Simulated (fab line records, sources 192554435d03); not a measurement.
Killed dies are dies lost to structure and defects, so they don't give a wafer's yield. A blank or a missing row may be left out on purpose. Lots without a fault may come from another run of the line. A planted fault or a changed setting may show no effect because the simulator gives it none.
Chamber matching | flow n5_finfet | N5_FIN_SAQP_ETCH_57 on rie_diel-04: 4 sister chambers
The step etches SiNx in CH3F/O2, target depth 32.5 nm, time 46.4 s. 4 wafers are shown with their chamber, then 8 later ones without.

WAFERS WITH THEIR CHAMBER
wafer  | chamber | drypump_motor_current_A (A)
L083.4 | 3       | 5.1
L084.4 | 2       | 5.1
L084.5 | 0       | 6.1
L085.1 | 1       | 5.6

WAFERS WITHOUT THEIR CHAMBER
wafer  | drypump_motor_current_A (A)
L085.2 | 5.1
L085.6 | 5.1
L091.1 | 5.1
L091.2 | 6.1
L091.3 | 5.2
L093.1 | 5.6
L093.4 | 5.1
L093.5 | 5.1

WHICH CHAMBER EACH WENT THROUGH
wafer  | from the rows above     | in truth
L085.2 | can't be placed: 2 or 3 | 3
L085.6 | can't be placed: 2 or 3 | 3
L091.1 | can't be placed: 2 or 3 | 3
L091.2 | 0                       | 0
L091.3 | can't be placed: 2 or 3 | 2
L093.1 | 1                       | 1
L093.4 | can't be placed: 2 or 3 | 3
L093.5 | can't be placed: 2 or 3 | 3
Placed correctly: 2 of 8. Can't be placed from these rows: 6 (the true chamber is among the candidates in 6). Placed wrongly: 0.
How it was worked out, from the rows above alone: a wafer's distance from a chamber is the root of the sum, over the readings, of the square of ((its reading less the chamber's mean) divided by the reading's scatter). The wafer belongs to the nearest chamber; if the next one is less than 2 further off, it can't be placed. A chamber's mean is the mean of its shown wafers. The scatter: with one shown wafer a chamber, the root of the mean of the squares of how far each hidden wafer lies from its nearest shown one.
